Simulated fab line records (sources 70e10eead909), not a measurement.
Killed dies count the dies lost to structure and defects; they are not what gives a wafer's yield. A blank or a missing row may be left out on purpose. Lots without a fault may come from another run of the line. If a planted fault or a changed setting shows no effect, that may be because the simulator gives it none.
Which tool was responsible? + flow nand-harc + route of 1159 steps, sampled at 1 step: 6 lots, 18 wafers

## WHAT THE GAUGES READ, wafer by wafer
NHARC_A_ZERO_WELL_CD_MEAS_10: target cd 2000 nm.
| lot  | measured     | on        | cd-nm (nm)           |
|------|--------------|-----------|----------------------|
| L286 | day 6 21:58  | cd-sem-01 | 1996.9 1999.7 1996.9 |
| L288 | day 6 23:32  | cd-sem-03 | 1998.8 1999.5 1998.4 |
| L292 | day 8 04:30  | cd-sem-03 | 1996.2 1997.9 1994.1 |
| L296 | day 9 14:58  | cd-sem-01 | 1999.1 2000.0 2001.5 |
| L306 | day 11 21:37 | cd-sem-01 | 2002.2 1999.4 1995.8 |
| L308 | day 12 00:23 | cd-sem-01 | 1996.7 2000.6 2001.5 |

## WHICH TOOL RAN EACH LOT (tool, then ch and the chambers of the sampled wafers, then the start)
No process step before these readings appears in the record.

## THE ANSWER, worked out from the rows above alone
Rule: what is usual is taken from the lots themselves. Put in order of their means at a reading, lots are off if they are a third of the lots or fewer, leave a main group of 4 or more, and stand apart from it by a gap of 3 or more times the standard deviation of the main group's means; of several such gaps the widest counts. A main group whose means are all the same, to the digits that the tables above print for the reading, isn't used. Also off: a lot with no number at a reading for which 4 or more lots have one. The other lots that the step has rows for count as sound.
Across all readings shown, no lot is off: no conclusion can be drawn from this.

## WHAT HAD BEEN PUT IN BY THE SIMULATOR
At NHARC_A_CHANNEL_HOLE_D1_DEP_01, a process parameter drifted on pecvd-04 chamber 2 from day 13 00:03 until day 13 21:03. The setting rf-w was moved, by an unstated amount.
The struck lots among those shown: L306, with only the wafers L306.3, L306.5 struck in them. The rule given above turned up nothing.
